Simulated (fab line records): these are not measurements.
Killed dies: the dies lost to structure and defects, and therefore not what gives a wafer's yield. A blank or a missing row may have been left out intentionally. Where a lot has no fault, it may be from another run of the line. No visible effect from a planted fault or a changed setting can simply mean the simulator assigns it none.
Comparing a struck lot with a sound one | flow nandHarc | 23 out of 1159 route steps
Sound: wafers L860.1, L860.5, L860.6. Wafers L864.2, L864.3, L864.6 were the ones struck. At the end, the cause is stated.
Per side, at each step with rows, come the tool, then ch with its chambers, and then its first start. Under that, the readings that differ: sound wafers | struck wafers | difference of the means | sigmas: that difference in standard deviations of wafers without a fault.
alike: words and numbers the same on both sides, and readings whose means are apart by under 2 such deviations; not compared: readings that were withheld, readings missing a value for some wafer, numbers with overlapping values and no deviation given by the record, and bounds like >300 which may hide the same value.
A row with sigmas, a row that says differs or no value, or rows on one side alone: a step with any of these is where the two part. Numbers that don't overlap but have no deviation are shown without sigmas and don't part them. Lack of a reading on every wafer of one side parts them only where that side has two or more wafers.

NHARC_P_M0_INSPECT_27:
  sound: defectInspect-02 at day 10 12:21; struck: defectInspect-02 at day 11 02:16
  alike: rawDefectCount
NHARC_P_M0_PRE_CLEAN_31: time 12 s.
  sound on pecvd-04 ch 0,1, day 10 12:26; struck on pecvd-02 ch 1,2, day 11 02:22
  alike: heaterPowerW
NHARC_P_M0_DEP_32: deposits SiCN, target thk 30 nm.
  sound on pecvd-04 ch 0,1, day 10 12:36; struck on pecvd-02 ch 1,2, day 11 02:28
  alike: heaterPowerW
then, 8 steps without rows for these wafers: NHARC_P_M1_DEP_00 (deposits SiOC, target thk 182.5 nm); NHARC_P_M1_DEHYDRATE_01 (time 120 s); NHARC_P_M1_HMDS_02 (time 30 s); NHARC_P_M1_COAT_34 (time 65 s); NHARC_P_M1_COAT_03 (resist thk 90 nm); NHARC_P_M1_SOFTBAKE_04 (time 55 s); NHARC_P_M1_EBR_05; NHARC_P_M1_EXPOSE_06 (exposes mask P M1, target cd 130 nm).
NHARC_P_M1_PEB_07: peb time 65 s.
  sound on lithoTrack-04 ch 0, day 10 13:50; struck on lithoTrack-04 ch 0, day 11 03:36
reading               | sound             | struck            | difference | sigmas
heaterPowerTotalW (W) | 157.2 156.4 156.5 | 143.6 144.0 142.9 | -13.2      | -32
plateTempC (C)        | 99.94 99.83 99.97 | 93.79 93.68 93.81 | -6.15      | -51
  alike: exhaustPa
then, 1 step without rows for these wafers: NHARC_P_M1_DEVELOP_08 (develop time 35 s).
NHARC_P_M1_CD_MEAS_09: target cd 130 nm.
  sound on cdSem-03 ch 0, day 10 13:55; struck on cdSem-02 ch 0, day 11 03:41
reading   | sound             | struck            | difference | sigmas
cdNm (nm) | 128.7 129.2 130.4 | 108.6 109.0 108.0 | -20.9      | -32
NHARC_P_M1_OVL_MEAS_10: pitch 260 nm.
  sound: overlay-02 at day 10 14:00; struck: overlay-01 at day 11 03:47
  alike: overlayXNm, overlayYNm
NHARC_P_M1_INSPECT_11:
  sound: defectInspect-02 at day 10 14:02; struck: defectInspect-02 at day 11 03:49
  alike: rawDefectCount
NHARC_P_M1_DESCUM_14: chemistry O2, time 3 s.
  sound on rieDiel-03 ch 0,1,2, day 10 14:07; struck on rieDiel-07 ch 0,1, day 11 03:52
reading              | sound             | struck            | difference | sigmas
model.P_M1.cdNm (nm) | 129.1 129.2 129.9 | 108.9 107.7 107.7 | -21.3      | 
  alike: drypumpMotorCurrentA, oesProductAu, rfVppV, showerheadPlenumPTorr, throttleValvePct
  not compared: rfHoursCounterH
NHARC_P_M1_ETCH_35: etches the open film in N2/H2, target depth 40 nm, overetch 12 nm, time 43.94 s.
  sound on rieDiel-03 ch 2,3, day 10 14:11; struck on rieDiel-07 ch 0,2, day 11 03:58
  alike: drypumpMotorCurrentA, oesProductAu, rfVppV, showerheadPlenumPTorr, throttleValvePct
  not compared: rfHoursCounterH
NHARC_P_M1_ETCH_15: etches the open film in C4F8/Ar, target depth 182.5 nm, time 91.2 s.
  sound: rieDiel-03 ch 1,2; struck: rieDiel-07 ch 0,1,3
  alike: oesProductAu, rfVppV
  not compared: rfHoursCounterH
NHARC_P_M1_CD_MEAS_16:
  sound: cdSem-01 at day 10 14:25; struck: cdSem-02 at day 11 04:11
reading   | sound             | struck            | difference | sigmas
cdNm (nm) | 129.0 129.3 130.2 | 109.7 107.6 108.3 | -21.0      | -23
NHARC_P_M1_STRIP_18: strips in N2/H2.
  sound on rieDiel-06 ch 0,1, day 10 14:29; struck on rieDiel-03 ch 0,2,3, day 11 04:18
  alike: drypumpMotorCurrentA, oesProductAu, rfVppV, showerheadPlenumPTorr, throttleValvePct
  not compared: rfHoursCounterH
NHARC_P_M1_ETCH_28: etches the open film in CF4/N2, target depth 30 nm, time 72.99 s.
  sound: rieDiel-06 ch 1,2; struck: rieDiel-03 ch 2,3
reading              | sound             | struck            | difference | sigmas
model.P_M1.cdNm (nm) | 128.3 128.6 130.3 | 110.2 107.7 108.9 | -20.1      | 
  alike: drypumpMotorCurrentA, oesProductAu, rfVppV, showerheadPlenumPTorr, throttleValvePct
  not compared: rfHoursCounterH
then, 1 step without rows for these wafers: NHARC_P_M1_STRIP_19 (strips in post etch residue remover, time 600 s).

## WHERE THEY PART
Earliest at NHARC_P_M1_PEB_07; latest, in this record, at NHARC_P_M1_CD_MEAS_16. Later steps at which nothing parts them and some readings are alike: NHARC_P_M1_STRIP_18, NHARC_P_M1_ETCH_28.

WHY: whatever the simulator had introduced
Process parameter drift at NHARC_P_M1_PEB_07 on lithoTrack-04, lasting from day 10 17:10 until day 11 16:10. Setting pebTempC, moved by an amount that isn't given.
